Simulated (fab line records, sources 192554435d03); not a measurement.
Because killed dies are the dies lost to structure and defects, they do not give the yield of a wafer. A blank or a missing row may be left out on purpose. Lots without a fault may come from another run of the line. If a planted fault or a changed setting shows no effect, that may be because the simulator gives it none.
Matching of chambers ; flow n5-finfet ; ald-metal-04 running N5_BEOL_M4_ALD_84: 4 sister chambers
The step deposits TaN, pulse time 2 s, purge time 3 s, co reactant purge time 2 s. 4 wafers are shown with their chamber, then 7 later ones without.

## WAFERS PAIRED WITH THEIR CHAMBERS
wafer;chamber;heater-power-w (W)
L080.5;0;390
L087.5;1;382
L089.1;2;429
L089.3;3;381

## WAFERS WITH NO CHAMBER GIVEN
wafer;heater-power-w (W)
L089.4;382
L091.1;384
L091.4;377
L091.5;393
L094.2;418
L094.3;376
L094.6;413

## EACH ONE'S CHAMBER
wafer;from the rows above;in truth
L089.4;can't be placed: 1 or 3 or 0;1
L091.1;can't be placed: 1 or 3 or 0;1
L091.4;can't be placed: 3 or 1 or 0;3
L091.5;can't be placed: 0 or 1 or 3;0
L094.2;2;2
L094.3;can't be placed: 3 or 1 or 0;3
L094.6;can't be placed: 2 or 0 or 1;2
Correctly placed: 1 of 7. Can't be placed from these rows: 6 (the true chamber is among the candidates in 6). Number placed wrongly: 0.
How it was worked out, from the rows above alone: a wafer's distance from a chamber is the root of the sum, over the readings, of the square of ((its reading less the chamber's mean) divided by the reading's scatter). The wafer belongs to the nearest chamber; if the next one is less than 2 further off, it can't be placed. For every chamber, the mean is computed from those of its wafers that are shown. The scatter: root of mean squared gap, hidden wafer to nearest shown wafer, with one shown wafer a chamber.
